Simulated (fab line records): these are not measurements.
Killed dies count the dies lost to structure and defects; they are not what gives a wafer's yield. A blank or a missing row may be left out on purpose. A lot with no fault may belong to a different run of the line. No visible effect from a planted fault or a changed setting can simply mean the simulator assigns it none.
Chamber matching || flow n5-finfet || cmp-01 running N5_SDB_CMP_30: 4 sister chambers
The step polishes, stops on poly-Si, t overpolish 1.54 s, target thk 30 nm. 8 wafers are shown with their chamber, then 11 later ones without.

## WAFERS PAIRED WITH THEIR CHAMBERS
{"wafer": "L077.5", "chamber": 3, "motor-current-A (A)": 13.6, "time-to-endpoint-s (s)": 26}
{"wafer": "L088.5", "chamber": 1, "motor-current-A (A)": 11.0, "time-to-endpoint-s (s)": 19}
{"wafer": "L091.2", "chamber": 1, "motor-current-A (A)": 11.1, "time-to-endpoint-s (s)": 17}
{"wafer": "L091.5", "chamber": 2, "motor-current-A (A)": 12.0, "time-to-endpoint-s (s)": 16}
{"wafer": "L092.1", "chamber": 2, "motor-current-A (A)": 11.6, "time-to-endpoint-s (s)": 14}
{"wafer": "L092.2", "chamber": 3, "motor-current-A (A)": 12.5, "time-to-endpoint-s (s)": 25}
{"wafer": "L092.3", "chamber": 0, "motor-current-A (A)": 12.8, "time-to-endpoint-s (s)": 18}
{"wafer": "L093.1", "chamber": 0, "motor-current-A (A)": 13.6, "time-to-endpoint-s (s)": 15}

## WAFERS WHOSE CHAMBER IS MISSING
{"wafer": "L093.4", "motor-current-A (A)": 12.4, "time-to-endpoint-s (s)": 14}
{"wafer": "L093.5", "motor-current-A (A)": 12.7, "time-to-endpoint-s (s)": 17}
{"wafer": "L094.2", "motor-current-A (A)": 12.7, "time-to-endpoint-s (s)": 13}
{"wafer": "L094.4", "motor-current-A (A)": 10.6, "time-to-endpoint-s (s)": 14}
{"wafer": "L094.5", "motor-current-A (A)": 10.4, "time-to-endpoint-s (s)": 14}
{"wafer": "L095.2", "motor-current-A (A)": 11.4, "time-to-endpoint-s (s)": 13}
{"wafer": "L095.3", "motor-current-A (A)": 12.8, "time-to-endpoint-s (s)": 17}
{"wafer": "L095.4", "motor-current-A (A)": 11.0, "time-to-endpoint-s (s)": 16}
{"wafer": "L096.2", "motor-current-A (A)": 13.1, "time-to-endpoint-s (s)": 21}
{"wafer": "L096.3", "motor-current-A (A)": 13.0, "time-to-endpoint-s (s)": 17}
{"wafer": "L096.6", "motor-current-A (A)": 11.7, "time-to-endpoint-s (s)": 14}

## THE CHAMBER EACH PASSED THROUGH
{"wafer": "L093.4", "from the rows above": "can't be placed: 2 or 0", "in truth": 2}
{"wafer": "L093.5", "from the rows above": "can't be placed: 0 or 2", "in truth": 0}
{"wafer": "L094.2", "from the rows above": "can't be placed: 2 or 0", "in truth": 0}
{"wafer": "L094.4", "from the rows above": "can't be placed: 2 or 1", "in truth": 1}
{"wafer": "L094.5", "from the rows above": "can't be placed: 2 or 1", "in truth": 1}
{"wafer": "L095.2", "from the rows above": "can't be placed: 2 or 1", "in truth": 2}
{"wafer": "L095.3", "from the rows above": "can't be placed: 0 or 2", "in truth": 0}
{"wafer": "L095.4", "from the rows above": "can't be placed: 1 or 2", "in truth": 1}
{"wafer": "L096.2", "from the rows above": "can't be placed: 3 or 0 or 1 or 2", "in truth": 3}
{"wafer": "L096.3", "from the rows above": 0, "in truth": 0}
{"wafer": "L096.6", "from the rows above": 2, "in truth": 2}
Placed correctly: 2 of 11. Not placeable from these rows: 9 (in 9, the candidates include the true chamber). Placed wrongly: 0.
How it was worked out, from the rows above alone: a wafer's distance from a chamber is the root of the sum, over the readings, of the square of ((its reading less the chamber's mean) divided by the reading's scatter). The wafer belongs to the nearest chamber; if the next one is less than 2 further off, it can't be placed. A chamber's mean is the mean of its shown wafers. How the scatter is found: for the shown wafers, subtract from each reading the mean of its chamber, square and add these, divide the total by (wafers less chambers), then take the root.
